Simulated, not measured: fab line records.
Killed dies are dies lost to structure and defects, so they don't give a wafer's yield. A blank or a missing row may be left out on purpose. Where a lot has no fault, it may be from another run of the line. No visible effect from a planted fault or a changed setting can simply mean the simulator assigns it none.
Matching of chambers + flow nand-harc + NHARC_THIN_TSV_CMP_01 on cmp-02 has 4 sister chambers
The step polishes. 8 wafers are shown with their chamber, then 10 later ones without.

## WAFERS WITH THEIR CHAMBER
| wafer  | chamber | motor-current-A (A) |
|--------|---------|---------------------|
| L081.6 | 0       | 10.7                |
| L080.2 | 2       | 13.4                |
| L085.3 | 0       | 11.0                |
| L086.4 | 2       | 13.7                |
| L079.3 | 1       | 11.6                |
| L079.5 | 3       | 12.7                |
| L087.1 | 3       | 12.9                |
| L087.2 | 1       | 12.2                |

## WAFERS WITHOUT THEIR CHAMBER
| wafer  | motor-current-A (A) |
|--------|---------------------|
| L087.5 | 11.9                |
| L089.4 | 13.5                |
| L089.5 | 13.1                |
| L089.6 | 12.2                |
| L095.1 | 13.0                |
| L095.3 | 13.2                |
| L095.5 | 11.5                |
| L096.3 | 11.5                |
| L096.5 | 10.4                |
| L096.6 | 13.1                |

## EACH ONE'S CHAMBER
| wafer  | from the rows above     | in truth                   |
|--------|-------------------------|----------------------------|
| L087.5 | 1                       | 1                          |
| L089.4 | 2                       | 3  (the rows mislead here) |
| L089.5 | can't be placed: 3 or 2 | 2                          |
| L089.6 | can't be placed: 1 or 3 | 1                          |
| L095.1 | can't be placed: 3 or 2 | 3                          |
| L095.3 | can't be placed: 2 or 3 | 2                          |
| L095.5 | can't be placed: 1 or 0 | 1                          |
| L096.3 | can't be placed: 1 or 0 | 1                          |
| L096.5 | 0                       | 0                          |
| L096.6 | can't be placed: 3 or 2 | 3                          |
Correctly placed: 2 of 10. Can't be placed from these rows: 7 (the true chamber is among the candidates in 7). Wrongly placed: 1.
How it was worked out, from the rows above alone: a wafer's distance from a chamber is the root of the sum, over the readings, of the square of ((its reading less the chamber's mean) divided by the reading's scatter). The wafer belongs to the nearest chamber; if the next one is less than 2 further off, it can't be placed. A chamber's mean is the mean of its shown wafers. The scatter: take each reading less its chamber's mean, square it, sum over the shown wafers, divide by the number of wafers less the number of chambers, and take the root.
